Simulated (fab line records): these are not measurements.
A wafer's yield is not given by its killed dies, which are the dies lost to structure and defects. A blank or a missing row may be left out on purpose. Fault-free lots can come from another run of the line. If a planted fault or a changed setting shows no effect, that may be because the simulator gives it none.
Which tool was responsible? + flow n5-finfet + 24 lots, 72 wafers sampled, at 6 steps of a route of 1938

WHAT THE GAUGES SHOWED, per wafer
N5_SD_ACTIVATION_RS_MEAS_03: measurement is done with a four-point probe. Usual: RS_SD_N 22.0 ohm/sq, standard deviation 0.35; RS_SD_P 56.2 ohm/sq, standard deviation 0.89.
| lot  | measured    | on            | RS_SD_N (ohm/sq) | RS_SD_P (ohm/sq) | flag |
|------|-------------|---------------|------------------|------------------|------|
| L074 | day 3 17:06 | film-metro-02 | 22.1 21.7 21.9   | 57.5 56.4 57.6   |      |
| L075 | day 3 21:19 | film-metro-01 | 21.1 21.4 21.4   | 57.6 58.1 57.6   |      |
| L076 | day 4 03:29 | film-metro-02 | 21.4 21.8 21.5   | 56.6 56.8 57.1   |      |
| L077 | day 4 05:38 | film-metro-02 | 22.1 21.6 21.9   | 55.6 55.7 55.9   |      |
| L078 | day 4 12:31 | film-metro-02 | 22.3 22.2 22.3   | 56.9 56.4 56.8   |      |
| L079 | day 4 19:20 | film-metro-01 | 21.4 21.5 21.6   | 56.1 55.7 55.6   |      |
| L080 | day 4 23:18 | film-metro-02 | 22.7 22.4 22.3   | 56.9 56.9 57.1   |      |
| L081 | day 5 05:19 | film-metro-01 | 22.4 22.2 22.4   | 55.0 54.9 55.6   |      |
| L082 | day 5 11:14 | film-metro-02 | 22.1 22.2 21.8   | 56.7 56.3 56.0   |      |
| L083 | day 5 15:08 | film-metro-02 | 22.1 22.1 22.1   | 56.2 56.0 56.1   |      |
| L084 | day 5 21:41 | film-metro-01 | 22.2 22.1 22.1   | 57.5 56.6 56.3   |      |
| L085 | day 6 06:09 | film-metro-01 | 22.0 22.1 22.4   | 56.1 56.1 56.3   |      |
| L086 | day 6 11:41 | film-metro-02 | 21.7 22.0 22.0   | 54.5 54.8 55.3   |      |
| L087 | day 6 17:05 | film-metro-01 | 21.5 21.9 21.8   | 55.3 55.1 56.0   |      |
| L088 | day 7 00:05 | film-metro-02 | 21.6 21.5 21.8   | 57.0 56.9 57.5   |      |
| L089 | day 7 08:08 | film-metro-01 | 21.1 21.7 21.5   | 56.3 56.2 55.9   |      |
| L090 | day 7 10:26 | film-metro-01 | 21.9 22.1 22.7   | 57.1 56.0 56.0   |      |
| L091 | day 7 18:09 | film-metro-02 | 21.9 22.1 21.8   | 55.8 56.1 56.2   |      |
| L092 | day 7 22:50 | film-metro-01 | 22.2 22.3 22.3   | 56.4 57.0 56.1   |      |
| L093 | day 8 06:11 | film-metro-02 | 21.7 21.6 21.5   | 54.4 55.1 55.3   |      |
| L094 | day 8 10:31 | film-metro-02 | 22.7 22.0 22.4   | 55.8 56.1 56.7   |      |
| L095 | day 8 16:08 | film-metro-02 | 21.8 22.2 22.1   | 57.7 56.2 57.5   |      |
| L096 | day 8 22:55 | film-metro-02 | 22.5 22.3 22.5   | 55.3 54.2 54.5   |      |
| L097 | day 9 04:08 | film-metro-01 | 21.9 22.3 22.2   | 54.9 55.2 54.9   |      |

N5_ILD0_THK_MEAS_08. Usual: thk-nm 138.1 nm, standard deviation 1.1.
| lot  | measured    | on            | thk-nm (nm)       | flag |
|------|-------------|---------------|-------------------|------|
| L074 | day 3 20:34 | film-metro-01 | 138.7 137.2 137.5 |      |
| L075 | day 4 01:02 | film-metro-01 | 136.5 136.4 137.5 |      |
| L076 | day 4 06:49 | film-metro-01 | 140.3 139.0 139.6 |      |
| L077 | day 4 08:59 | film-metro-02 | 139.4 140.2 140.0 |      |
| L078 | day 4 15:55 | film-metro-02 | 138.9 137.4 138.4 |      |
| L079 | day 4 22:41 | film-metro-02 | 137.3 137.5 136.8 |      |
| L080 | day 5 02:59 | film-metro-02 | 137.1 138.4 137.2 |      |
| L081 | day 5 08:54 | film-metro-01 | 135.9 138.6 136.9 |      |
| L082 | day 5 14:47 | film-metro-01 | 138.3 137.8 138.1 |      |
| L083 | day 5 18:29 | film-metro-01 | 137.5 139.4 138.6 |      |
| L084 | day 6 01:01 | film-metro-02 | 138.8 138.6 139.9 |      |
| L085 | day 6 09:28 | film-metro-02 | 138.6 138.2 138.4 |      |
| L086 | day 6 15:13 | film-metro-02 | 138.5 138.3 137.9 |      |
| L087 | day 6 20:55 | film-metro-02 | 138.8 138.1 137.9 |      |
| L088 | day 7 03:26 | film-metro-01 | 139.1 138.2 137.5 |      |
| L089 | day 7 11:29 | film-metro-01 | 139.1 139.7 137.1 |      |
| L090 | day 7 13:48 | film-metro-01 | 139.3 139.1 139.6 |      |
| L091 | day 7 21:29 | film-metro-02 | 138.8 141.0 138.6 |      |
| L092 | day 8 02:22 | film-metro-01 | 138.7 135.8 137.7 |      |
| L093 | day 8 09:30 | film-metro-02 | 138.0 137.1 137.7 |      |
| L094 | day 8 14:21 | film-metro-01 | 139.0 138.2 138.2 |      |
| L095 | day 8 20:08 | film-metro-01 | 137.7 137.2 136.8 |      |
| L096 | day 9 02:43 | film-metro-02 | 136.9 137.4 138.4 |      |
| L097 | day 9 08:56 | film-metro-01 | 136.2 137.1 137.5 |      |

N5_SDB_INSPECT_13: inspects for defects (brightfield). Usual: raw-defect-count 67, standard deviation 30.
| lot  | measured    | on                | raw-defect-count | flag |
|------|-------------|-------------------|------------------|------|
| L074 | day 4 00:31 | defect-inspect-01 | 59 66 42         |      |
| L075 | day 4 04:49 | defect-inspect-02 | 46 43 42         |      |
| L076 | day 4 10:51 | defect-inspect-02 | 55 49 66         |      |
| L077 | day 4 12:46 | defect-inspect-02 | 128 55 65        |      |
| L078 | day 4 19:34 | defect-inspect-01 | 63 37 62         |      |
| L079 | day 5 02:34 | defect-inspect-02 | 38 89 66         |      |
| L080 | day 5 06:50 | defect-inspect-02 | 48 42 58         |      |
| L081 | day 5 12:41 | defect-inspect-02 | 39 86 48         |      |
| L082 | day 5 18:34 | defect-inspect-01 | 91 85 67         |      |
| L083 | day 5 22:08 | defect-inspect-02 | 38 56 30         |      |
| L084 | day 6 04:40 | defect-inspect-01 | 106 49 28        |      |
| L085 | day 6 13:15 | defect-inspect-01 | 46 107 56        |      |
| L086 | day 6 19:08 | defect-inspect-01 | 63 84 32         |      |
| L087 | day 7 00:41 | defect-inspect-01 | 136 62 58        |      |
| L088 | day 7 07:13 | defect-inspect-02 | 41 47 80         |      |
| L089 | day 7 15:18 | defect-inspect-02 | 39 49 53         |      |
| L090 | day 7 17:27 | defect-inspect-01 | 75 85 147        |      |
| L091 | day 8 01:17 | defect-inspect-02 | 92 71 93         |      |
| L092 | day 8 06:26 | defect-inspect-02 | 64 50 41         |      |
| L093 | day 8 13:23 | defect-inspect-02 | 76 89 61         |      |
| L094 | day 8 18:37 | defect-inspect-01 | 32 64 77         |      |
| L095 | day 8 23:56 | defect-inspect-01 | 54 68 52         |      |
| L096 | day 9 06:31 | defect-inspect-01 | 133 87 92        |      |
| L097 | day 9 12:49 | defect-inspect-02 | 45 115 57        |      |

N5_HKMG_FIN_OVL_MEAS_50. Usual: NDIPOLE_OVL gives 0.2 nm (standard deviation 0.83).
| lot  | measured    | on         | NDIPOLE_OVL (nm) | flag |
|------|-------------|------------|------------------|------|
| L074 | day 4 06:51 | overlay-02 | 0.4 -0.6 0.2     |      |
| L075 | day 4 10:52 | overlay-01 | 0.3 0.2 0.3      |      |
| L076 | day 4 16:21 | overlay-02 | 0.8 1.2 0.8      |      |
| L077 | day 4 18:41 | overlay-02 | -0.7 -0.4 -1.5   |      |
| L078 | day 5 01:38 | overlay-01 | 0.7 0.2 1.0      |      |
| L079 | day 5 08:17 | overlay-02 | 2.2 1.5 1.3      |      |
| L080 | day 5 12:20 | overlay-01 | 0.5 0.4 0.3      |      |
| L081 | day 5 18:59 | overlay-02 | -0.8 0.0 1.2     |      |
| L082 | day 6 00:16 | overlay-02 | -0.3 0.4 0.0     |      |
| L083 | day 6 04:00 | overlay-02 | 0.9 0.7 0.6      |      |
| L084 | day 6 10:28 | overlay-01 | -1.2 0.0 -0.6    |      |
| L085 | day 6 20:03 | overlay-02 | 0.6 0.8 -0.1     |      |
| L086 | day 7 00:50 | overlay-01 | -0.2 -0.5 -0.6   |      |
| L087 | day 7 06:11 | overlay-02 | 0.4 1.0 2.0      |      |
| L088 | day 7 12:43 | overlay-02 | 1.0 0.8 0.9      |      |
| L089 | day 7 20:44 | overlay-01 | -0.4 -0.4 -0.6   |      |
| L090 | day 7 23:22 | overlay-01 | 1.2 -0.1 -0.7    |      |
| L091 | day 8 07:02 | overlay-02 | 0.7 0.4 0.6      |      |
| L092 | day 8 12:41 | overlay-01 | 0.2 -1.2 0.8     |      |
| L093 | day 8 19:15 | overlay-01 | 0.8 -0.4 -0.4    |      |
| L094 | day 9 00:14 | overlay-02 | 0.1 -0.3 -0.9    |      |
| L095 | day 9 05:43 | overlay-02 | 0.2 -0.4 -0.2    |      |
| L096 | day 9 12:40 | overlay-01 | 0.3 -0.8 0.6     |      |
| L097 | day 9 18:30 | overlay-01 | 0.0 0.8 1.2      |      |

TOOL THAT RAN EACH LOT (tool first, then ch and the chambers of the sampled wafers, then the start)
| lot  | N5_SDB_CUT_ETCH_26              | N5_SDB_ALD_29                    |
|------|---------------------------------|----------------------------------|
| L074 | rie-si-02 ch 0,3, day 4 01:50   | ald-sin-02 ch 0,3, day 4 02:02   |
| L075 | rie-si-05 ch 0,1, day 4 05:28   | ald-sin-02 ch 2,3, day 4 05:39   |
| L076 | rie-si-05 ch 0,1,3, day 4 11:31 | ald-sin-02 ch 0,1,3, day 4 11:44 |
| L077 | rie-si-05 ch 0,2,3, day 4 13:39 | ald-sin-01 ch 1,2,3, day 4 13:50 |
| L078 | rie-si-04 ch 0,1,3, day 4 20:16 | ald-sin-01 ch 1,2, day 4 20:48   |
| L079 | rie-si-05 ch 0,1,3, day 5 03:25 | ald-sin-01 ch 0,1,3, day 5 03:38 |
| L080 | rie-si-02 ch 0,1, day 5 07:29   | ald-sin-01 ch 2,3, day 5 07:40   |
| L081 | rie-si-02 ch 0,3, day 5 14:10   | ald-sin-04 ch 1,2,3, day 5 14:21 |
| L082 | rie-si-04 ch 1,2,3, day 5 19:28 | ald-sin-04 ch 2,3, day 5 19:39   |
| L083 | rie-si-02 ch 2,3, day 5 22:53   | ald-sin-01 ch 0,1,3, day 5 23:14 |
| L084 | rie-si-04 ch 0,3, day 6 05:29   | ald-sin-01 ch 0,1,2, day 6 05:44 |
| L085 | rie-si-02 ch 2,3, day 6 15:02   | ald-sin-02 ch 1,2,3, day 6 15:13 |
| L086 | rie-si-04 ch 0,3, day 6 19:49   | ald-sin-04 ch 1,2, day 6 19:59   |
| L087 | rie-si-05 ch 0,1, day 7 01:22   | ald-sin-02 ch 0,1,3, day 7 01:34 |
| L088 | rie-si-02 ch 1,2,3, day 7 08:01 | ald-sin-04 ch 1,2,3, day 7 08:13 |
| L089 | rie-si-05 ch 1,2,3, day 7 15:56 | ald-sin-01 ch 0,2,3, day 7 16:07 |
| L090 | rie-si-04 ch 1,3, day 7 18:23   | ald-sin-04 ch 1,2,3, day 7 18:34 |
| L091 | rie-si-02 ch 0,2,3, day 8 02:21 | ald-sin-02 ch 0,1, day 8 02:32   |
| L092 | rie-si-02 ch 0,1,3, day 8 07:58 | ald-sin-02 ch 1,2,3, day 8 08:08 |
| L093 | rie-si-05 ch 2,3, day 8 14:16   | ald-sin-02 ch 0,1,2, day 8 14:26 |
| L094 | rie-si-05 ch 0,3, day 8 19:16   | ald-sin-02 ch 0,1,2, day 8 19:29 |
| L095 | rie-si-02 ch 0,2,3, day 9 00:56 | ald-sin-02 ch 1,2,3, day 9 01:07 |
| L096 | rie-si-02 ch 0,2,3, day 9 07:51 | ald-sin-01 ch 0,3, day 9 08:02   |
| L097 | rie-si-05 ch 0,1,2, day 9 13:31 | ald-sin-01 ch 0,1, day 9 13:41   |
- N5_SDB_CUT_ETCH_26: etches Si in HBr/Cl2/O2, target depth 129.6 nm, bt time 20 s, time 51.8 s.
- N5_SDB_ALD_29: deposits SiNx, target thk 30 nm, pulse time 1 s, ald cycles 600.

WHAT THE TOOLS THEMSELVES READ (means of the sampled wafers that have a number; where no wafer has one, the mark that the record gives instead)
N5_SDB_CUT_ETCH_26. Usual: drypump-motor-current-A 5.9 A, standard deviation 0.35; he-backside-leak-sccm 2.63 sccm, standard deviation 0.29; oes-product-au 0.999 a.u., standard deviation 0.014; throttle-valve-pct 37.16 %, standard deviation 0.25.
| lot  | tool      | drypump-motor-current-A (A) | he-backside-leak-sccm (sccm) | oes-product-au (a.u.) | throttle-valve-pct (%) | flag |
|------|-----------|-----------------------------|------------------------------|-----------------------|------------------------|------|
| L074 | rie-si-02 | 5.7                         | 2.77                         | 0.980                 | 37.02                  |      |
| L075 | rie-si-05 | 5.9                         | 2.38                         | 1.000                 | 37.00                  |      |
| L076 | rie-si-05 | 5.9                         | 2.42                         | 0.995                 | 37.00                  |      |
| L077 | rie-si-05 | 5.5                         | 2.41                         | 1.000                 | 36.87                  |      |
| L078 | rie-si-04 | 5.8                         | 2.87                         | 1.001                 | 37.39                  |      |
| L079 | rie-si-05 | 5.9                         | 2.41                         | 0.998                 | 37.00                  |      |
| L080 | rie-si-02 | 6.3                         | 2.90                         | 0.993                 | 37.07                  |      |
| L081 | rie-si-02 | 5.8                         | 2.85                         | 0.983                 | 37.03                  |      |
| L082 | rie-si-04 | 5.7                         | 2.57                         | 1.003                 | 37.32                  |      |
| L083 | rie-si-02 | 5.7                         | 2.59                         | 0.988                 | 37.20                  |      |
| L084 | rie-si-04 | 5.8                         | 2.93                         | 0.997                 | 37.34                  |      |
| L085 | rie-si-02 | 5.7                         | 2.58                         | 0.990                 | 37.20                  |      |
| L086 | rie-si-04 | 5.9                         | 3.04                         | 0.999                 | 37.43                  |      |
| L087 | rie-si-05 | 5.9                         | 2.44                         | 0.997                 | 36.99                  |      |
| L088 | rie-si-02 | 6.0                         | 2.63                         | 1.001                 | 37.34                  |      |
| L089 | rie-si-05 | 5.8                         | 2.40                         | 1.001                 | 37.00                  |      |
| L090 | rie-si-04 | 5.7                         | 2.84                         | 0.999                 | 37.31                  |      |
| L091 | rie-si-02 | 6.0                         | 2.72                         | 0.992                 | 37.11                  |      |
| L092 | rie-si-02 | 6.1                         | 2.67                         | 0.989                 | 37.17                  |      |
| L093 | rie-si-05 | 5.5                         | 2.42                         | 1.000                 | 36.87                  |      |
| L094 | rie-si-05 | 5.6                         | 2.45                         | 0.993                 | 36.86                  |      |
| L095 | rie-si-02 | 5.9                         | 2.74                         | 0.998                 | 37.10                  |      |
| L096 | rie-si-02 | 6.0                         | 2.72                         | 0.996                 | 37.11                  |      |
| L097 | rie-si-05 | 5.8                         | 2.34                         | 1.010                 | 37.01                  |      |

N5_SDB_ALD_29. Usual: heater-power-w 865 W, standard deviation 69; precursor-pulse-height-rel 0.998, standard deviation 0.022.
| lot  | tool       | heater-power-w (W) | precursor-pulse-height-rel | flag |
|------|------------|--------------------|----------------------------|------|
| L074 | ald-sin-02 | 868                | 0.986                      |      |
| L075 | ald-sin-02 | 827                | 0.979                      |      |
| L076 | ald-sin-02 | 882                | 0.998                      |      |
| L077 | ald-sin-01 | 837                | 0.998                      |      |
| L078 | ald-sin-01 | 823                | 0.970                      |      |
| L079 | ald-sin-01 | 841                | 1.017                      |      |
| L080 | ald-sin-01 | 882                | 0.985                      |      |
| L081 | ald-sin-04 | 885                | 1.009                      |      |
| L082 | ald-sin-04 | 885                | 1.018                      |      |
| L083 | ald-sin-01 | 834                | 1.027                      |      |
| L084 | ald-sin-01 | 823                | 0.997                      |      |
| L085 | ald-sin-02 | 878                | 0.985                      |      |
| L086 | ald-sin-04 | 858                | 0.988                      |      |
| L087 | ald-sin-02 | 876                | 1.001                      |      |
| L088 | ald-sin-04 | 875                | 0.986                      |      |
| L089 | ald-sin-01 | 834                | 1.004                      |      |
| L090 | ald-sin-04 | 868                | 0.983                      |      |
| L091 | ald-sin-02 | 946                | 0.987                      |      |
| L092 | ald-sin-02 | 888                | 1.017                      |      |
| L093 | ald-sin-02 | 941                | 0.988                      |      |
| L094 | ald-sin-02 | 934                | 0.987                      |      |
| L095 | ald-sin-02 | 879                | 1.004                      |      |
| L096 | ald-sin-01 | 860                | 0.994                      |      |
| L097 | ald-sin-01 | 832                | 0.994                      |      |

THE ANSWER, worked out from the rows above alone
Rule: a lot is off if the mean of its wafers that have a number lies more than 3 standard deviations from the usual mean. A lot without any number at a reading at which 4 lots or more have one is off too. All remaining lots with rows at the step are treated as sound. Order of review: gauges by route order, followed by the tools' own readings, for which a lot's mean as printed above is used. At the first step where some lot is off, the reading lying furthest off is the one used; lots without a number count as furthest.
Across all readings shown, no lot is off: no conclusion can be drawn from this.

WHAT THE SIMULATOR HAD PUT IN
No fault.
